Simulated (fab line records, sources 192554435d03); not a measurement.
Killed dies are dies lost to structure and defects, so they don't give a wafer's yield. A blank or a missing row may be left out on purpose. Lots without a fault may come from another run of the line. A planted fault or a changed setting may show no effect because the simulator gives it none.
Which tool did it? | flow n5_finfet | 12 lots, 36 wafers sampled, at 2 steps of a route of 1938

WHAT THE GAUGES READ, wafer by wafer
N5_DUMMY_GATE_INSPECT_17: inspects for defects (brightfield).
lot  | measured    | on                | raw_defect_count
L075 | day 3 04:37 | defect_inspect-02 | 141 243 231
L077 | day 3 18:24 | defect_inspect-02 | 228 260 209
L079 | day 4 06:25 | defect_inspect-01 | 252 202 197
L081 | day 4 20:09 | defect_inspect-01 | 183 115 162
L083 | day 5 05:19 | defect_inspect-02 | 204 206 158
L085 | day 5 15:59 | defect_inspect-01 | 141 147 194
L087 | day 6 05:47 | defect_inspect-01 | 187 135 168
L089 | day 6 23:13 | defect_inspect-02 | 259 146 122
L091 | day 7 07:55 | defect_inspect-02 | 211 183 170
L093 | day 7 15:42 | defect_inspect-02 | 175 215 299
L095 | day 8 05:11 | defect_inspect-02 | 234 239 265
L097 | day 8 16:11 | defect_inspect-01 | 145 162 188

WHICH TOOL RAN EACH LOT (tool, then ch and the chambers of the sampled wafers, then the start)
lot  | N5_FIN_SAQP_STRIP_77
L075 | rie_diel-03 ch 0,1,3, day 2 08:47
L077 | rie_diel-06 ch 0,1,3, day 2 20:53
L079 | rie_diel-06 ch 0,1,3, day 3 08:48
L081 | rie_diel-03 ch 2,3, day 4 00:13
L083 | rie_diel-01 ch 0,2, day 4 08:43
L085 | rie_diel-06 ch 0,1, day 4 20:38
L087 | rie_diel-06 ch 0,1,3, day 5 09:37
L089 | rie_diel-06 ch 1,2,3, day 5 21:18
L091 | rie_diel-03 ch 1,2,3, day 6 09:38
L093 | rie_diel-01 ch 0,2,3, day 6 20:00
L095 | rie_diel-01 ch 0,1,3, day 7 08:50
L097 | rie_diel-06 ch 0,2,3, day 7 21:01
- N5_FIN_SAQP_STRIP_77: strips in N2/H2, time 90 s.

THE ANSWER, worked out from the rows above alone
Rule: what is usual is taken from the lots themselves. Put in order of their means at a reading, lots are off if they are a third of the lots or fewer, leave a main group of 4 or more, and stand apart from it by a gap of 3 or more times the standard deviation of the main group's means; of several such gaps the widest counts. A main group whose means are all the same, to the digits that the tables above print for the reading, isn't used. A lot without any number at a reading at which 4 lots or more have one is off too. The other lots that the step has rows for count as sound.
No lot is off at any reading shown: from this, nothing can be told.

WHAT THE SIMULATOR HAD PUT IN
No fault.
